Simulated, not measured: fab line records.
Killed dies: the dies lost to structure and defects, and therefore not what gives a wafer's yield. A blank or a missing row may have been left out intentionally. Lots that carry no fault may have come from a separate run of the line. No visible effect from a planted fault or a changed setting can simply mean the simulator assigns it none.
Struck lot and sound lot, side by side | flow n5-finfet | 36 steps out of a route of 1938
Sound: wafers L891.1, L891.3, L891.5. Struck: wafer L899.5. (L899.3 of the same lot was not struck and is left out.) The cause comes at the end.
Order at every step that has rows: each side's tool, ch and its chambers, its first start. Under that, the readings that differ: sound wafers | struck wafers | difference of the means | sigmas: that difference in standard deviations of wafers without a fault.
alike: readings with means less than 2 such deviations apart, plus words and numbers identical on both sides. not compared: withheld readings, readings lacking a value on some wafer, bounds such as >300 that could conceal the same value, and numbers that have no deviation in the record and whose values overlap.
The two part at a step that has a row with sigmas, a row that says differs or no value, or rows on one side only. Numbers that have no deviation but don't overlap get no sigmas and don't part them. A reading missing from all wafers of one side parts the sides only when that side holds two or more wafers.

first, 9 steps without rows for these wafers: N5_BEOL_M4_ANNEAL_95 (time 240 s); N5_BEOL_M4_SPUTTER_96 (material Cu, target thk 4.5 nm, time 8.29 s); N5_BEOL_M4_ECD_50 (material Cu, target thk 300 nm); N5_BEOL_M4_ANNEAL_51 (time 90 s); N5_BEOL_M4_CMP_52 (polishes, stops on SiOC, t overpolish 6.8 s, target thk 40 nm); N5_BEOL_M4_PRE_CLEAN_60 (time 15 s); N5_BEOL_M4_CO_CAP_55 (material Co, precursor CCTBA/H2, target thk 2 nm, time 102.1 s); N5_BEOL_M4_PRE_CLEAN_56 (time 15 s); N5_BEOL_M4_DEP_57 (deposits SiCN from 3MS/NH3, target thk 8 nm, time 14 s).
N5_BEOL_M4_RC_MEAS_101:
  sound on prober-02 ch 0, day 9 19:11; struck on prober-02 ch 0, day 12 19:52
  reading   | sound       | struck | difference | sigmas
  VT_N (mV) | 248 249 249 | 255    | +6         | +2
  alike: DIBL_N, DIBL_P, IOFF_N, IOFF_P, ION_N, ION_P, SS_N, SS_P, VT_P
then, 24 steps without rows for these wafers: N5_BEOL_M5_ILD_DEP_00 (deposits SiCOH lowk from DEMS/porogen, target thk 140.64 nm, time 25.9 s); N5_BEOL_M5_CURE_79 (cures SiCOH lowk, time 240 s); N5_BEOL_M5_PECVD_70 (deposits SiO2 from TEOS/O2, target thk 16 nm, time 18 s); N5_BEOL_M5_HM_DEP_02 (deposits TiN, target thk 20 nm); N5_BEOL_M5_COAT_59 (time 60 s, resist thk 60 nm); N5_BEOL_M5_COAT_60 (time 60 s, resist thk 12 nm); N5_BEOL_M5_COAT_71 (time 60 s, resist thk 5 nm); N5_BEOL_M5_COAT_05 (resist thk 30 nm); N5_BEOL_M5_EBR_07; N5_BEOL_M5_SOFTBAKE_06 (time 60 s); N5_BEOL_M5_EXPOSE_08 (exposes mask M5, target cd 28 nm); N5_BEOL_M5_PEB_09 (peb time 60 s); N5_BEOL_M5_DEVELOP_10 (develop time 30 s); N5_BEOL_M5_DESCUM_16 (chemistry O2, time 7 s); N5_BEOL_M5_ETCH_72 (etches underlayer in N2/H2, target depth 6.5 nm, time 5.2 s); N5_BEOL_M5_ETCH_61 (etches SiARC in CF4, target depth 15.6 nm, time 26 s); N5_BEOL_M5_ETCH_62 (etches SOC in N2/H2, target depth 75 nm, overetch 15 nm, time 112.5 s); N5_BEOL_M5_STRIP_63 (strips in N2/H2); N5_BEOL_M5_STRIP_73 (strips in N2/H2); N5_BEOL_M5_STRIP_64 (strips in CF4); N5_BEOL_M5_HM_OPEN_17 (chemistry Cl2/BCl3, target TiN, target depth 20 nm, overetch 6 nm); N5_BEOL_M5_STRIP_19 (strips in O2); N5_BEOL_M5_COAT_65 (time 60 s, resist thk 60 nm); N5_BEOL_M5_COAT_66 (time 60 s, resist thk 12 nm).
-- here the record skips 4 days between the struck wafers' starts before and after, leaving off in module BEOL_M5 and picking up in module PASSIVATION (first step shown: number 1930 of the route) --
N5_PASSIVATION_ETCH_54: etches SiO2 in CHF3/O2, target depth 880 nm, time 440 s.
  sound on rie-diel-06 ch 1,2,3, day 14 18:05; struck on rie-diel-06 ch 1, day 17 01:22
  reading                                 | sound             | struck | difference | sigmas
  model.PASSIVATION.feature-depth-nm (nm) | 885.2 882.6 876.6 | 780.2  | -101.3     |
  model.etch.depth-nm (nm)                | 885.2 882.6 876.5 | 780.3  | -101.1     |
  alike: drypump-motor-current-A, oes-product-au, rf-vpp-V, showerhead-plenum-p-Torr, throttle-valve-pct
  not compared: rf-fwd-power-W, rf-hours-counter-h
N5_PASSIVATION_PROBE_49:
  sound on prober-01 at day 14 20:52; struck on prober-01 at day 17 04:20
  reading                  | sound          | struck | difference | sigmas
  defect-limited-yield (%) | 90.8 91.1 91.3 | 85.1   | -6.0       | -4
  killed_at_M4_up          | 7 18 13        | 30     | +17        | +3
  killed-at-other          | 3 3 6          | 41     | +37        | +15
  killed-dies              | 108 105 103    | 176    | +71        | +4
  killed-on-rim            | 11 16 14       | 38     | +24        | +6
  killed-open              | 70 63 64       | 97     | +31        | +3
  sort_bin_5_function (%)  | 5.8 5.0 5.7    | 10.1   | +4.6       | +5
  sort-n-pass              | 1072 1075 1077 | 1004   | -71        | -4
  sort-yield-pct (%)       | 90.8 91.1 91.3 | 85.1   | -6.0       | -4
  alike: killed_at_M0_to_M3, killed-at-contacts, killed-at-front-end, killed-short, sort_bin_6_memory

## WHERE THEY PART
At N5_BEOL_M4_RC_MEAS_101 first; at N5_PASSIVATION_PROBE_49 last (within this record only).

WHY: whatever the simulator had introduced
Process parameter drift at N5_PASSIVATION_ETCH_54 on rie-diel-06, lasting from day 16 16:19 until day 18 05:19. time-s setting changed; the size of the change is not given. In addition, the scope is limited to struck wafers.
